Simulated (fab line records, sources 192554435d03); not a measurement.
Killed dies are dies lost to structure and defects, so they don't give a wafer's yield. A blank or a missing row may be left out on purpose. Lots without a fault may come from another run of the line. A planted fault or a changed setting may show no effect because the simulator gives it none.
Split-lot experiment | flow n5_finfet | 7 lots, 21 wafers read, on a route of 1938 steps

THE SPLIT
At N5_BEOL_M8_EXPOSE_08 (exposes mask M8), the setting dose_mj was moved away from the recipe's 68.25 on 7 of the 21 wafers read, by -5.7% to +5.7%. The other wafers ran this setting at the recipe's value.

FROM THE SPLIT TO THE READING: what the file shows between them, 2 steps
- N5_BEOL_M8_PEB_09: peb time 60 s
- N5_BEOL_M8_DEVELOP_10: develop time 30 s

THE READING
cd_nm, in nm, at N5_BEOL_M8_CD_MEAS_11 (target cd 38.5 nm). Fault-free wafers of this fab line usually give 38.8 nm, standard deviation 0.54 nm.

wafer  | tool, chamber at the split | dose_mj as run | against the recipe | cd_nm, nm | against lot-mates on the recipe
L076.1 | arfi_scanner-01, 0         | 68.25          | recipe             | 38.2      | -
L076.2 | arfi_scanner-01, 0         | 68.25          | recipe             | 39.0      | -
L076.4 | arfi_scanner-01, 0         | 68.25          | recipe             | 38.4      | -
L079.1 | arfi_scanner-03, 0         | 68.25          | recipe             | 38.1      | -
L079.3 | arfi_scanner-03, 0         | 72.11          | +5.7%              | 41.1      | +3.0
L079.6 | arfi_scanner-03, 0         | 72.11          | +5.7%              | 41.8      | +3.7
L083.3 | arfi_scanner-02, 0         | 68.25          | recipe             | 39.5      | -
L083.5 | arfi_scanner-02, 0         | 68.25          | recipe             | 38.0      | -
L083.6 | arfi_scanner-02, 0         | 68.25          | recipe             | 39.0      | -
L088.2 | arfi_scanner-03, 0         | 64.38          | -5.7%              | 36.3      | -3.1
L088.3 | arfi_scanner-03, 0         | 68.25          | recipe             | 39.2      | -
L088.4 | arfi_scanner-03, 0         | 68.25          | recipe             | 39.5      | -
L091.1 | arfi_scanner-01, 0         | 65.67          | -3.8%              | 36.1      | -2.4
L091.4 | arfi_scanner-01, 0         | 68.25          | recipe             | 38.5      | -
L091.5 | arfi_scanner-01, 0         | 65.67          | -3.8%              | 37.1      | -1.4
L096.3 | arfi_scanner-02, 0         | 71.29          | +4.5%              | 41.4      | +2.3
L096.5 | arfi_scanner-02, 0         | 71.29          | +4.5%              | 40.9      | +1.8
L096.6 | arfi_scanner-02, 0         | 68.25          | recipe             | 39.1      | -
L097.2 | arfi_scanner-03, 0         | 68.25          | recipe             | 39.5      | -
L097.4 | arfi_scanner-03, 0         | 68.25          | recipe             | 38.9      | -
L097.5 | arfi_scanner-03, 0         | 68.25          | recipe             | 38.8      | -

THE FIT
A straight line over all 21 wafers: cd_nm changes by +0.497 nm for each +1% of dose_mj; r = +0.94; the points scatter about the line by 0.5 nm.
The same after taking each lot's own level away (the mean of its wafers on the recipe; 21 wafers): +0.534 nm for each +1%; r = +0.97; scatter 0.41 nm.
On that fit, the largest move of dose_mj shifts the reading by 3 nm.
The lots' own levels span 38.10 to 39.35 nm, that is 2.3 times the standard deviation above.
So the lot-to-lot level changes the slope little: the two slopes agree.
Check: with one of the wafers moved furthest among these (-5.7%) left out of the fit, the line predicts -3 nm for it against its lot-mates. It came out at -3.05 nm against them.

OTHER SPLITS ON THESE WAFERS
These wafers also went through other splits before the reading. Each is held against what the fit with the lots' levels taken away leaves over:
other split on the same wafers     | wafers away from the commonest value | r with cd_nm (lot level and that fit taken away)
N5_BEOL_M1_HM_DEP_02 target_thk_a  | 9                                    | +0.12
N5_BEOL_M2_SPUTTER_48 time_s       | 11                                   | -0.02
N5_BEOL_M3_ETCH_41 target_depth_a  | 10                                   | +0.24
N5_BEOL_M4_ETCH_70 time_s          | 7                                    | +0.16
N5_BEOL_M4_TRENCH_ETCH_37 source_w | 5                                    | -0.06
N5_BEOL_M6_ALD_77 ald_cycles       | 8                                    | -0.05
N5_BEOL_M7_ILD_DEP_00 time_s       | 6                                    | +0.17
N5_BEOL_M7_PECVD_70 temp_c         | 11                                   | -0.19

THE WHOLE CHAIN: every reading that the file lists as answering this split, in the file's order
step                  | what it does                                           | reading                                                               | change (the file's fit)               | r (the file's)
N5_BEOL_M8_CD_MEAS_11 | target cd 38.5 nm                                      | cd_nm                                                                 | +0.53 nm for each +1% of the setting  | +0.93
N5_BEOL_M8_ETCH_61    | etches SiARC in CF4, target depth 45.5 nm, time 75.8 s | BEOL_M8.cd_offset_nm (the simulator's own value, which no gauge read) | +0.514 nm for each +1% of the setting | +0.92

THE FILE'S OWN FIT
cd_nm changes by +0.53 nm for each +1% of dose_mj, r = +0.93.
